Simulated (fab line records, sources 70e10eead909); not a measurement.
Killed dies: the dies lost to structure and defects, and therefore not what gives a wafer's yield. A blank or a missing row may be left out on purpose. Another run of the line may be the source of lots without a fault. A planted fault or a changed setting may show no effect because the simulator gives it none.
Chamber matching :: flow nand_harc :: NHARC_A_CHANNEL_FILL_D2_ALD_02 on ald_hk-02: 4 sister chambers
The step deposits SiO2, target thk 6 nm, pulse time 10 s, ald cycles 60. 27 wafers are shown with their chamber, then 12 later ones without.

WAFERS WITH THEIR CHAMBER
wafer: L074.1
chamber: 1
heater_power_w (W): 429
precursor_pulse_height_rel: 0.994

wafer: L074.4
chamber: 2
heater_power_w (W): 437
precursor_pulse_height_rel: 1.022

wafer: L074.6
chamber: 2
heater_power_w (W): 434
precursor_pulse_height_rel: 0.987

wafer: L075.1
chamber: 3
heater_power_w (W): 454
precursor_pulse_height_rel: 1.005

wafer: L075.2
chamber: 2
heater_power_w (W): 425
precursor_pulse_height_rel: 0.984

wafer: L075.5
chamber: 1
heater_power_w (W): 414
precursor_pulse_height_rel: 0.977

wafer: L077.2
chamber: 1
heater_power_w (W): 408
precursor_pulse_height_rel: 1.007

wafer: L077.3
chamber: 0
heater_power_w (W): 416
precursor_pulse_height_rel: 0.999

wafer: L077.6
chamber: 3
heater_power_w (W): 446
precursor_pulse_height_rel: 1.013

wafer: L080.2
chamber: 2
heater_power_w (W): 411
precursor_pulse_height_rel: 1.011

wafer: L080.3
chamber: 0
heater_power_w (W): 411
precursor_pulse_height_rel: 1.008

wafer: L080.4
chamber: 1
heater_power_w (W): 441
precursor_pulse_height_rel: 0.977

wafer: L081.2
chamber: 2
heater_power_w (W): 405
precursor_pulse_height_rel: 1.006

wafer: L081.3
chamber: 0
heater_power_w (W): 403
precursor_pulse_height_rel: 1.013

wafer: L081.4
chamber: 3
heater_power_w (W): 447
precursor_pulse_height_rel: 0.992

wafer: L083.1
chamber: 1
heater_power_w (W): 427
precursor_pulse_height_rel: 1.022

wafer: L083.2
chamber: 3
heater_power_w (W): 434
precursor_pulse_height_rel: 1.006

wafer: L083.4
chamber: 0
heater_power_w (W): 411
precursor_pulse_height_rel: 0.989

wafer: L084.1
chamber: 1
heater_power_w (W): 420
precursor_pulse_height_rel: 1.003

wafer: L084.3
chamber: 0
heater_power_w (W): 409
precursor_pulse_height_rel: 1.004

wafer: L084.5
chamber: 2
heater_power_w (W): 425
precursor_pulse_height_rel: 0.972

wafer: L085.1
chamber: 1
heater_power_w (W): 430
precursor_pulse_height_rel: 1.009

wafer: L085.2
chamber: 0
heater_power_w (W): 410
precursor_pulse_height_rel: 0.998

wafer: L085.3
chamber: 2
heater_power_w (W): 412
precursor_pulse_height_rel: 1.027

wafer: L086.1
chamber: 1
heater_power_w (W): 423
precursor_pulse_height_rel: 0.988

wafer: L086.2
chamber: 2
heater_power_w (W): 414
precursor_pulse_height_rel: 0.981

wafer: L086.6
chamber: 3
heater_power_w (W): 434
precursor_pulse_height_rel: 1.026

SIGNATURES (averages over the wafers above)
reading: heater_power_w
chamber 0: 410.00
chamber 1: 424.00
chamber 2: 420.38
chamber 3: 443.00
scatter within a chamber: 9.48

reading: precursor_pulse_height_rel
chamber 0: 1.00183
chamber 1: 0.99712
chamber 2: 0.99875
chamber 3: 1.00840
scatter within a chamber: 0.0157
Rule: a wafer lies at a distance from a chamber equal to the root of the sum of squares, over the readings, of (its reading less the chamber's mean, divided by the reading's scatter). If the next closest chamber is less than 2 further off than the closest, the wafer can't be placed; otherwise it belongs to the closest. The scatter is the square root of a quotient: the sum, over the shown wafers, of each reading's squared deviation from its chamber's mean, divided by wafers minus chambers.

WAFERS WITHOUT THEIR CHAMBER
wafer: L090.2
heater_power_w (W): 431
precursor_pulse_height_rel: 1.005

wafer: L090.5
heater_power_w (W): 437
precursor_pulse_height_rel: 0.962

wafer: L090.6
heater_power_w (W): 401
precursor_pulse_height_rel: 1.005

wafer: L091.2
heater_power_w (W): 445
precursor_pulse_height_rel: 0.960

wafer: L091.4
heater_power_w (W): 408
precursor_pulse_height_rel: 1.020

wafer: L091.5
heater_power_w (W): 432
precursor_pulse_height_rel: 0.988

wafer: L093.2
heater_power_w (W): 418
precursor_pulse_height_rel: 0.968

wafer: L093.4
heater_power_w (W): 431
precursor_pulse_height_rel: 1.011

wafer: L093.6
heater_power_w (W): 410
precursor_pulse_height_rel: 1.005

wafer: L097.1
heater_power_w (W): 448
precursor_pulse_height_rel: 1.012

wafer: L097.2
heater_power_w (W): 426
precursor_pulse_height_rel: 0.988

wafer: L097.3
heater_power_w (W): 410
precursor_pulse_height_rel: 1.013

WHICH CHAMBER EACH ONE RAN IN
wafer: L090.2
from the rows above: can't be placed: 1 or 2 or 3 or 0
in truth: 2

wafer: L090.5
from the rows above: can't be placed: 1 or 2 or 3 or 0
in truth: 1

wafer: L090.6
from the rows above: can't be placed: 0 or 2 or 1
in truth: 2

wafer: L091.2
from the rows above: can't be placed: 3 or 1 or 2 or 0
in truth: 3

wafer: L091.4
from the rows above: can't be placed: 0 or 2 or 1
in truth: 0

wafer: L091.5
from the rows above: can't be placed: 1 or 2 or 3 or 0
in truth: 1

wafer: L093.2
from the rows above: can't be placed: 1 or 2 or 0 or 3
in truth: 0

wafer: L093.4
from the rows above: can't be placed: 1 or 3 or 2 or 0
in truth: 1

wafer: L093.6
from the rows above: can't be placed: 0 or 2 or 1
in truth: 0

wafer: L097.1
from the rows above: 3
in truth: 3

wafer: L097.2
from the rows above: can't be placed: 1 or 2 or 0 or 3
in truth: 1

wafer: L097.3
from the rows above: can't be placed: 0 or 2 or 1
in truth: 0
Placed correctly: 1 of 12. Cannot be placed on the basis of these rows: 11; the candidates contain the true chamber in 11. 0 placed wrongly.
